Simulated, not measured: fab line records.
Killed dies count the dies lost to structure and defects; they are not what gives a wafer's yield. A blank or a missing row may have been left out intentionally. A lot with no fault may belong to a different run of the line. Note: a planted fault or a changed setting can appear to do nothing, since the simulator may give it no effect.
Matching of chambers | flow n5-finfet | N5_HKMG_FIN_ALD_74 on ald-hk-03: 4 sister chambers
The step deposits La2O3, target thk 0.5 nm, pulse time 6 s, co reactant pulse time 1 s. 20 wafers are shown with their chamber, then 10 later ones without.

== EACH WAFER AND ITS CHAMBER ==
wafer  | chamber | heater-power-w (W) | precursor-pulse-height-rel
L075.1 | 3       | 314                | 1.002
L075.2 | 0       | 354                | 1.011
L075.5 | 1       | 381                | 1.000
L077.1 | 2       | 377                | 0.990
L077.2 | 1       | 395                | 0.997
L077.3 | 0       | 337                | 1.016
L077.4 | 3       | 320                | 1.027
L077.5 | 3       | 326                | 1.013
L077.6 | 0       | 337                | 0.988
L079.1 | 2       | 373                | 0.990
L079.3 | 3       | 322                | 1.005
L079.5 | 3       | 314                | 0.999
L082.1 | 1       | 383                | 1.006
L082.3 | 0       | 338                | 0.999
L082.5 | 3       | 313                | 1.005
L087.1 | 3       | 317                | 0.997
L087.2 | 1       | 384                | 0.969
L087.3 | 0       | 349                | 1.013
L087.4 | 2       | 384                | 0.990
L087.5 | 3       | 313                | 0.963

SIGNATURES, as means of the wafers listed above
reading                    | chamber 0 | chamber 1 | chamber 2 | chamber 3 | scatter within a chamber
heater-power-w             | 343.00    | 385.75    | 378.00    | 317.38    | 6.12
precursor-pulse-height-rel | 1.00540   | 0.99300   | 0.99000   | 1.00137   | 0.0151
Rule: distance of a wafer from a chamber = root of the sum over the readings of ((wafer's reading minus chamber's mean) / reading's scatter) squared. The wafer belongs to the nearest chamber; if the next one is less than 2 further off, it can't be placed. The scatter is the square root of a quotient: the sum, over the shown wafers, of each reading's squared deviation from its chamber's mean, divided by wafers minus chambers.

== WAFERS WITHOUT THEIR CHAMBER ==
wafer  | heater-power-w (W) | precursor-pulse-height-rel
L087.6 | 346                | 1.032
L090.1 | 315                | 0.968
L090.2 | 379                | 1.018
L090.3 | 372                | 0.987
L091.3 | 344                | 1.023
L091.4 | 323                | 0.983
L091.6 | 312                | 0.994
L092.4 | 317                | 0.969
L092.5 | 312                | 0.997
L092.6 | 354                | 1.029

== CHAMBER TAKEN BY EACH ==
wafer  | from the rows above     | in truth
L087.6 | 0                       | 0
L090.1 | 3                       | 3
L090.2 | can't be placed: 2 or 1 | 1
L090.3 | can't be placed: 2 or 1 | 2
L091.3 | 0                       | 0
L091.4 | 3                       | 3
L091.6 | 3                       | 3
L092.4 | 3                       | 3
L092.5 | 3                       | 3
L092.6 | 0                       | 0
Correct placement for 8 of the 10. Cannot be placed on the basis of these rows: 2; the candidates contain the true chamber in 2. Number placed wrongly: 0.
